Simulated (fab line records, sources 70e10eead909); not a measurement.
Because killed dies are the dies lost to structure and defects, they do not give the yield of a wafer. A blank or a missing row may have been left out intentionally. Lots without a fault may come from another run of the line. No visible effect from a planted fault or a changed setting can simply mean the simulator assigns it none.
A sampling plan put to the test	flow nand_harc	one line in one fab, 18 faults in these records, each fault weighed on the records of the lots it struck
The plan consists of the line's own looks: route steps at which the wafer is read by a gauge or an inspection but not changed. A look is open to judgement when struck wafers have a number at it and the file gives its usual mean and standard deviation on fault-free wafers. Caught: the struck wafers' mean, at a look after the fault's first step, is 4 or more of those standard deviations (sigma) away from the usual mean. On the tool: the fault's steps, tested the same way using the tool's own readings. If the struck wafers alone have a blank record, or they carry another recipe, that too counts as caught.

THE FAULTS, as the simulator had put them in
1. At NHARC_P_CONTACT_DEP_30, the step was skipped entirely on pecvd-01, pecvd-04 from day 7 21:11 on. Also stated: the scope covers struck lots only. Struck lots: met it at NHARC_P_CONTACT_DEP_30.
2. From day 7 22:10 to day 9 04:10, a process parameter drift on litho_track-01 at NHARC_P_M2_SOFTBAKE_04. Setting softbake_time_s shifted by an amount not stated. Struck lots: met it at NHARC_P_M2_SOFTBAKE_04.
3. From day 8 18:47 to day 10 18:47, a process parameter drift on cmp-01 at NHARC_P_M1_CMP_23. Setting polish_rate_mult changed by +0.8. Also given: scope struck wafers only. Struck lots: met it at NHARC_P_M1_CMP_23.
4. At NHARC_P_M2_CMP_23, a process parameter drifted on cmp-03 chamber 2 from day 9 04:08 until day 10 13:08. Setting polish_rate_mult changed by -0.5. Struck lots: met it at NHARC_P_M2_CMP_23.
5. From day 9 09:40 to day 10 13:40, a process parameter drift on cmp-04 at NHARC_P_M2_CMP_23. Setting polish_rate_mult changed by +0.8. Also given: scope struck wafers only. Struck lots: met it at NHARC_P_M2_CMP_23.
6. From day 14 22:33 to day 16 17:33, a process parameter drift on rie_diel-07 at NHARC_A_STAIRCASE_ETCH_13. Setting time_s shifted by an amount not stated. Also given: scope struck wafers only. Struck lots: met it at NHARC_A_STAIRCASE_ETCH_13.
7. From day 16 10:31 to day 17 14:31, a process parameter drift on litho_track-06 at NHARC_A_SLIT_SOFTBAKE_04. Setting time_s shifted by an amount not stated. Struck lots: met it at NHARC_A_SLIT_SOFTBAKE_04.
8. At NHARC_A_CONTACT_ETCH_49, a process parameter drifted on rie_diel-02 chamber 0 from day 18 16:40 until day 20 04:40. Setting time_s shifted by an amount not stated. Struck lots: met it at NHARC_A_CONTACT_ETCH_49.
9. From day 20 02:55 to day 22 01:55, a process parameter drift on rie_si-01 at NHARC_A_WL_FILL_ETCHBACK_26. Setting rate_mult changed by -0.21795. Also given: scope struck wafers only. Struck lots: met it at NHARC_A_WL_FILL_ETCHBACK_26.
10. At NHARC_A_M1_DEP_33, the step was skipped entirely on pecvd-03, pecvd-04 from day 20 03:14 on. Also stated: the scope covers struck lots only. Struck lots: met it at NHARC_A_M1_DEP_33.
11. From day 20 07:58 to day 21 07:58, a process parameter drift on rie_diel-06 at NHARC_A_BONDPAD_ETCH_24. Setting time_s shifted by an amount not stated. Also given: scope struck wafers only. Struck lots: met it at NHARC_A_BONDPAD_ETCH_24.
12. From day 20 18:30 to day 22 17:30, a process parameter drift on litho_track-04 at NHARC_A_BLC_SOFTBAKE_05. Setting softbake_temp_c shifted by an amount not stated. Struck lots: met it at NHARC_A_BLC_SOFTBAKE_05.
13. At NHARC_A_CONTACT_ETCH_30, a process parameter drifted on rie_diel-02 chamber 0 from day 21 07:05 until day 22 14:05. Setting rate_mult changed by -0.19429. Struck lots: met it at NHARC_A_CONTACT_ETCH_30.
14. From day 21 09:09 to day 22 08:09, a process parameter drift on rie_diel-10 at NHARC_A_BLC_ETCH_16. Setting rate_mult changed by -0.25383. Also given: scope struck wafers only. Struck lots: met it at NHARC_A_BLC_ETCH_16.
15. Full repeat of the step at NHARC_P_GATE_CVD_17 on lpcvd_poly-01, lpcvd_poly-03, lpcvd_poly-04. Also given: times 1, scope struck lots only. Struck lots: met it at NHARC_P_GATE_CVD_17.
16. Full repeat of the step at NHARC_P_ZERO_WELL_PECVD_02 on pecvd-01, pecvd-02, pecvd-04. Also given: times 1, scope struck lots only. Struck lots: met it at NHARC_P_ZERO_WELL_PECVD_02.
17. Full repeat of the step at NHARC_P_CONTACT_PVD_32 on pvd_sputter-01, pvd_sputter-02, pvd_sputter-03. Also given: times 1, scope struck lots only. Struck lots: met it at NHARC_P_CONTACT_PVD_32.
18. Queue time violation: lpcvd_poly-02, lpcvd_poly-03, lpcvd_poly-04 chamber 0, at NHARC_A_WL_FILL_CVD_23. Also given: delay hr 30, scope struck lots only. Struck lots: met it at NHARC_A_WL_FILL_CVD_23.

WHAT THE PLAN SAW
fault	on the tool itself	first look that catches it	reading, sigma	median hours from its first step to that look	hours from the fault's start to the first struck lot there	judged looks passed uncaught
1	the tool's record is blank for the struck wafers	NHARC_END_SORT_01	killed_at_periphery +99 or beyond	340.1	336	1
2	heater_power_total_W +99 or beyond sigma	not the one look that can be judged after it	-	-	-	1
3	time_to_endpoint_s -5.7 sigma	NHARC_P_M1_THK_MEAS_24	thk_nm -6.2	0.3	13	0
4	only faintly: time_to_endpoint_s +3.0 sigma	NHARC_P_M2_INSPECT_27	raw_defect_count +36	0.5	7	0
5	time_to_endpoint_s -4.1 sigma	NHARC_P_M2_THK_MEAS_24	thk_nm -5.2	0.3	28	0
6	run_length_s -19 sigma	no look after it can be judged	-	-	-	0
7	heater_power_total_W +51 sigma	no look after it can be judged	-	-	-	0
8	run_length_s -99 or beyond sigma	no look after it can be judged	-	-	-	0
9	oes_product_au -14 sigma	not the one look that can be judged after it	-	-	-	1
10	the tool's record is blank for the struck wafers	no look after it can be judged	-	-	-	0
11	run_length_s +51 sigma	no look after it can be judged	-	-	-	0
12	heater_power_total_W +99 or beyond sigma	no look after it can be judged	-	-	-	0
13	only faintly: oes_product_au -3.4 sigma	not the one look that can be judged after it	-	-	-	1
14	oes_product_au -17 sigma	not the one look that can be judged after it	strongest: killed_at_array at NHARC_END_SORT_01, +2.4	-	-	1
15	no reading that can be judged	no look after it can be judged	-	-	-	0
16	under 2 sigma	none of the 3 looks that can be judged after it	strongest: killed_at_periphery at NHARC_END_SORT_01, +2.8	-	-	3
17	under 2 sigma	not the one look that can be judged after it	-	-	-	1
18	under 2 sigma	not the one look that can be judged after it	-	-	-	1
A dash: the fault is not caught, or the number is missing from these records.

Caught at a look: 4 of 18. Caught on the tool: 12 of 18. By one or the other: 13 of 18.
On the tool alone, faults 2, 6, 7, 8, 9, 10, 11, 12, 14 were caught.
Caught at a look alone: fault 4.
Caught by neither: faults 13, 15, 16, 17, 18.

THINNER SAMPLING
In the worst case, this is how late the first struck lot would be measured if the look that catches a fault measured only every second or every third lot, by lot number:
fault	struck lots at that look, in order of time	every lot	every second lot	every third lot
1	L969, L970	336 h	347 h	may miss all 2
3	L851	13 h	may miss it	may miss it
4	L267	7 h	may miss it	may miss it
5	L113	28 h	may miss it	may miss it
The hour figures run from when the fault began to the first measured lot among those it struck. Since the struck wafers were tested as one group against 4 sigma, a single lot by itself may lie under the limit. Other struck lots may not be in these records.

THE LONGEST TIMED WAY FROM STEP TO LOOK
Fault 1: median gap of 340.1 hours between NHARC_P_CONTACT_DEP_30 and NHARC_END_SORT_01. The look between them that can be judged stayed within 4 sigma: NHARC_P_CONTACT_INSPECT_14.
